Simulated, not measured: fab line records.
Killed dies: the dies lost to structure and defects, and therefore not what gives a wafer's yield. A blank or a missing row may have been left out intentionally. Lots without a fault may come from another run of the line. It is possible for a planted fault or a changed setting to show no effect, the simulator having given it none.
Which of the tools did it? + flow nand harc + 39 wafers from 13 lots sampled at 5 of the route's 1302 steps

WHAT THE GAUGES READ, wafer by wafer
NHARC_END_SORT_01. Usual: defect limited yield 91.9 %, standard deviation 2.7; killed at array 50, standard deviation 18; killed at other 0.8, standard deviation 1.1; killed at periphery 4.1, standard deviation 2.9; killed dies 55, standard deviation 18; killed open 3.5, standard deviation 1.9; killed short 2.4, standard deviation 1.5; sort_bin_2_pct 2.8 %, standard deviation 1.2; sort_bin_3_pct 0.6 %, standard deviation 0.37; sort_bin_4_pct 4.7 %, standard deviation 1.5; sort n pass 622, standard deviation 18; sort rim yield pct 90 %, standard deviation 4.4; sort yield pct 91.9 %, standard deviation 2.7.
| lot  | measured     | on        | defect limited yield (%) | killed at array | killed at other | killed at periphery | killed dies | killed open | killed short | sort_bin_2_pct (%) | sort_bin_3_pct (%) | sort_bin_4_pct (%) | sort n pass | sort rim yield pct (%) | sort yield pct (%) | flag |
|------|--------------|-----------|--------------------------|-----------------|-----------------|---------------------|-------------|-------------|--------------|--------------------|--------------------|--------------------|-------------|------------------------|--------------------|------|
| L999 | day 25 15:43 | prober-02 | 91.0 91.0 89.7           | 60 56 66        | 0 0 2           | 1 5 2               | 61 61 70    | 6 5 2       | 0 0 3        | 4.6 3.5 2.7        | 0.6 1.2 1.3        | 3.8 4.3 6.4        | 616 616 607 | 89 88 82               | 91.0 91.0 89.7     |      |
| L106 | day 27 23:14 | prober-01 | 87.0 88.8 88.9           | 83 75 70        | 1 0 2           | 4 1 3               | 88 76 75    | 3 3 2       | 1 4 0        | 4.7 4.4 4.4        | 1.3 0.6 1.2        | 6.9 6.2 5.5        | 589 601 602 | 86 84 85               | 87.0 88.8 88.9     |      |
| L108 | day 28 22:08 | prober-02 | 91.1 88.6 87.4           | 45 54 59        | 0 2 2           | 15 21 24            | 60 77 85    | 4 4 1       | 0 2 6        | 4.1 3.8 4.3        | 0.6 0.6 1.2        | 4.1 6.9 7.1        | 617 600 592 | 91 87 91               | 91.1 88.6 87.4     | OFF  |
| L111 | day 28 22:06 | prober-01 | 91.7 90.7 92.3           | 31 35 39        | 5 4 1           | 20 24 12            | 56 63 52    | 3 2 3       | 3 5 3        | 3.2 2.2 2.7        | 0.6 0.9 0.1        | 4.4 6.2 4.9        | 621 614 625 | 92 91 89               | 91.7 90.7 92.3     | OFF  |
| L115 | day 31 17:20 | prober-02 | 89.5 91.1 90.3           | 53 53 54        | 0 0 2           | 18 7 10             | 71 60 66    | 6 4 4       | 2 1 4        | 4.9 4.1 3.7        | 0.6 0.9 1.0        | 5.0 3.8 5.0        | 606 617 611 | 88 87 88               | 89.5 91.1 90.3     |      |
| L116 | day 32 04:28 | prober-01 | 91.1 91.6 90.7           | 54 53 62        | 1 1 0           | 5 3 1               | 60 57 63    | 2 1 3       | 5 0 3        | 2.8 1.9 3.0        | 0.7 0.6 0.4        | 5.3 5.9 5.9        | 617 620 614 | 90 90 88               | 91.1 91.6 90.7     |      |
| L117 | day 32 11:26 | prober-01 | 92.0 89.4 90.7           | 50 69 61        | 1 0 0           | 3 3 2               | 54 72 63    | 4 6 4       | 1 4 0        | 3.7 3.4 3.4        | 0.9 0.9 0.4        | 3.4 6.4 5.5        | 623 605 614 | 90 88 86               | 92.0 89.4 90.7     |      |
| L119 | day 32 04:27 | prober-02 | 93.2 94.8 95.7           | 40 30 27        | 0 1 0           | 6 4 2               | 46 35 29    | 3 2 1       | 3 0 2        | 1.5 1.6 1.6        | 0.3 0.9 0          | 5.0 2.7 2.7        | 631 642 648 | 90 94 96               | 93.2 94.8 95.7     |      |

WHAT TOOL EACH LOT RAN ON (gives the tool, then ch and the chambers of the sampled wafers, and finally the start)
| lot  | NHARC_P_M0_PRE_CLEAN_29      | NHARC_THIN_TSV_PVD_19                   | NHARC_THIN_TSV_PVD_51                   | NHARC_THIN_TSV_ANNEAL_52         |
|------|------------------------------|-----------------------------------------|-----------------------------------------|----------------------------------|
| L100 | pvd sputter-02, day 6 17:58  | pvd sputter-01, day 25 02:20 or earlier | pvd sputter-01, day 25 02:20 or earlier | rtp anneal-02 ch 0, day 25 02:20 |
| L999 | pvd sputter-02, day 6 19:13  | pvd sputter-02, day 25 01:23 or earlier | pvd sputter-02, day 25 01:23 or earlier | rtp anneal-01 ch 0, day 25 01:23 |
| L103 | pvd sputter-01, day 8 00:35  | pvd sputter-03, day 26 06:34 or earlier | pvd sputter-03, day 26 06:34 or earlier | rtp anneal-02 ch 0, day 26 06:34 |
| L105 | pvd sputter-03, day 8 16:22  | pvd sputter-03, day 26 20:26 or earlier | pvd sputter-03, day 26 20:26 or earlier | rtp anneal-01 ch 0, day 26 20:26 |
| L106 | pvd sputter-03, day 8 22:45  | pvd sputter-03, day 27 12:23 or earlier | pvd sputter-03, day 27 12:23 or earlier | rtp anneal-01 ch 0, day 27 12:23 |
| L108 | pvd sputter-03, day 9 16:59  | pvd sputter-01, day 28 08:11 or earlier | pvd sputter-01, day 28 08:11 or earlier | rtp anneal-02 ch 0, day 28 08:11 |
| L111 | pvd sputter-03, day 11 01:25 | pvd sputter-03, day 28 13:32 or earlier | pvd sputter-03, day 28 13:32 or earlier | rtp anneal-02 ch 0, day 28 13:32 |
| L115 | pvd sputter-03, day 13 02:17 | pvd sputter-02, day 31 04:47 or earlier | pvd sputter-02, day 31 04:47 or earlier | rtp anneal-02 ch 0, day 31 04:47 |
| L116 | pvd sputter-03, day 13 10:19 | pvd sputter-03, day 31 15:48 or earlier | pvd sputter-03, day 31 15:48 or earlier | rtp anneal-01 ch 0, day 31 15:48 |
| L117 | pvd sputter-03, day 13 16:25 | pvd sputter-03, day 31 19:44 or earlier | pvd sputter-03, day 31 19:44 or earlier | rtp anneal-02 ch 0, day 31 19:44 |
| L119 | pvd sputter-01, day 14 06:50 | pvd sputter-02, day 31 16:44 or earlier | pvd sputter-02, day 31 16:44 or earlier | rtp anneal-01 ch 0, day 31 16:44 |
| L121 | pvd sputter-03, day 15 08:21 | pvd sputter-03, day 33 11:54 or earlier | pvd sputter-03, day 33 11:54 or earlier | rtp anneal-01 ch 0, day 33 11:54 |
| L122 | pvd sputter-03, day 15 23:05 | pvd sputter-02, day 33 22:34 or earlier | pvd sputter-02, day 33 22:34 or earlier | rtp anneal-02 ch 0, day 33 22:34 |
- NHARC_P_M0_PRE_CLEAN_29: time 30 s.
- NHARC_THIN_TSV_PVD_19: deposits TaN, target thk 20 nm.
- NHARC_THIN_TSV_PVD_51: deposits Cu, target thk 100 nm.
- NHARC_THIN_TSV_ANNEAL_52: time 90 s.

AS READ BY THE TOOLS THEMSELVES (means over the sampled wafers that have a number; for cases with no such wafer, the mark the record gives instead)
NHARC_P_M0_PRE_CLEAN_29. Usual: heater power w at 397 W, with a standard deviation of 30.
| lot  | tool           | heater power w (W) | flag |
|------|----------------|--------------------|------|
| L100 | pvd sputter-02 | 391                |      |
| L999 | pvd sputter-02 | 394                |      |
| L103 | pvd sputter-01 | 376                |      |
| L105 | pvd sputter-03 | 405                |      |
| L106 | pvd sputter-03 | 439                |      |
| L108 | pvd sputter-03 | 381                |      |
| L111 | pvd sputter-03 | 432                |      |
| L115 | pvd sputter-03 | 408                |      |
| L116 | pvd sputter-03 | 385                |      |
| L117 | pvd sputter-03 | 419                |      |
| L119 | pvd sputter-01 | 372                |      |
| L121 | pvd sputter-03 | 426                |      |
| L122 | pvd sputter-03 | 434                |      |

NHARC_THIN_TSV_PVD_19. Usual: throttle valve pct at 29.8 %, with a standard deviation of 1.
| lot  | tool           | throttle valve pct (%) | flag |
|------|----------------|------------------------|------|
| L100 | pvd sputter-01 | 29.8                   |      |
| L999 | pvd sputter-02 | 30.3                   |      |
| L103 | pvd sputter-03 | 28.7                   |      |
| L105 | pvd sputter-03 | 29.1                   |      |
| L106 | pvd sputter-03 | 29.9                   |      |
| L108 | pvd sputter-01 | 29.9                   |      |
| L111 | pvd sputter-03 | 30.3                   |      |
| L115 | pvd sputter-02 | 29.6                   |      |
| L116 | pvd sputter-03 | 28.8                   |      |
| L117 | pvd sputter-03 | 28.4                   |      |
| L119 | pvd sputter-02 | 30.7                   |      |
| L121 | pvd sputter-03 | 29.7                   |      |
| L122 | pvd sputter-02 | 30.6                   |      |

NHARC_THIN_TSV_PVD_51. Usual: throttle valve pct at 29.8 %, with a standard deviation of 1.1.
| lot  | tool           | throttle valve pct (%) | flag |
|------|----------------|------------------------|------|
| L100 | pvd sputter-01 | 29.8                   |      |
| L999 | pvd sputter-02 | 30.1                   |      |
| L103 | pvd sputter-03 | 28.8                   |      |
| L105 | pvd sputter-03 | 28.9                   |      |
| L106 | pvd sputter-03 | 30.3                   |      |
| L108 | pvd sputter-01 | 29.8                   |      |
| L111 | pvd sputter-03 | 28.9                   |      |
| L115 | pvd sputter-02 | 30.1                   |      |
| L116 | pvd sputter-03 | 28.4                   |      |
| L117 | pvd sputter-03 | 30.6                   |      |
| L119 | pvd sputter-02 | 30.6                   |      |
| L121 | pvd sputter-03 | 28.5                   |      |
| L122 | pvd sputter-02 | 30.2                   |      |

NHARC_THIN_TSV_ANNEAL_52. Usual: wafer_temp_C_max at 226.30, with a standard deviation of 0.28.
| lot  | tool          | wafer_temp_C_max | flag |
|------|---------------|------------------|------|
| L100 | rtp anneal-02 | 226.05           |      |
| L999 | rtp anneal-01 | 226.23           |      |
| L103 | rtp anneal-02 | 226.12           |      |
| L105 | rtp anneal-01 | 226.30           |      |
| L106 | rtp anneal-01 | 226.33           |      |
| L108 | rtp anneal-02 | 225.98           |      |
| L111 | rtp anneal-02 | 226.42           |      |
| L115 | rtp anneal-02 | 226.37           |      |
| L116 | rtp anneal-01 | 226.23           |      |
| L117 | rtp anneal-02 | 226.44           |      |
| L119 | rtp anneal-01 | 226.40           |      |
| L121 | rtp anneal-01 | 226.54           |      |
| L122 | rtp anneal-02 | 226.16           |      |

THE ANSWER, worked out from the rows above alone
Rule: a lot is off if the mean of its wafers that have a number lies more than 3 standard deviations from the usual mean. A lot without any number at a reading at which 4 lots or more have one is off too. All remaining lots with rows at the step are treated as sound. After the gauges, taken in route order, come the tools' own readings; for these a lot's mean is taken, as printed above. At the first step where some lot is off, the reading lying furthest off is the one used; lots without a number count as furthest.
Off: L108, L111, at NHARC_END_SORT_01 (killed at periphery). Neither off nor sound, because the step has no rows for them: L100, L103, L105, L121, L122.
If a tool, at a process step before that reading, ran all the lots that are off and no sound lot after the first of them, it fits. The gauges at NHARC_END_SORT_01 are tried like those tools. NHARC_THIN_TSV_PVD_19 gives no start for some lots, so the hours and the order of its lots are those of NHARC_THIN_TSV_ANNEAL_52. NHARC_THIN_TSV_PVD_51 gives no start for some lots, so the hours and the order of its lots are those of NHARC_THIN_TSV_ANNEAL_52. None of those tried fits.

WHAT WAS PUT IN BY THE SIMULATOR
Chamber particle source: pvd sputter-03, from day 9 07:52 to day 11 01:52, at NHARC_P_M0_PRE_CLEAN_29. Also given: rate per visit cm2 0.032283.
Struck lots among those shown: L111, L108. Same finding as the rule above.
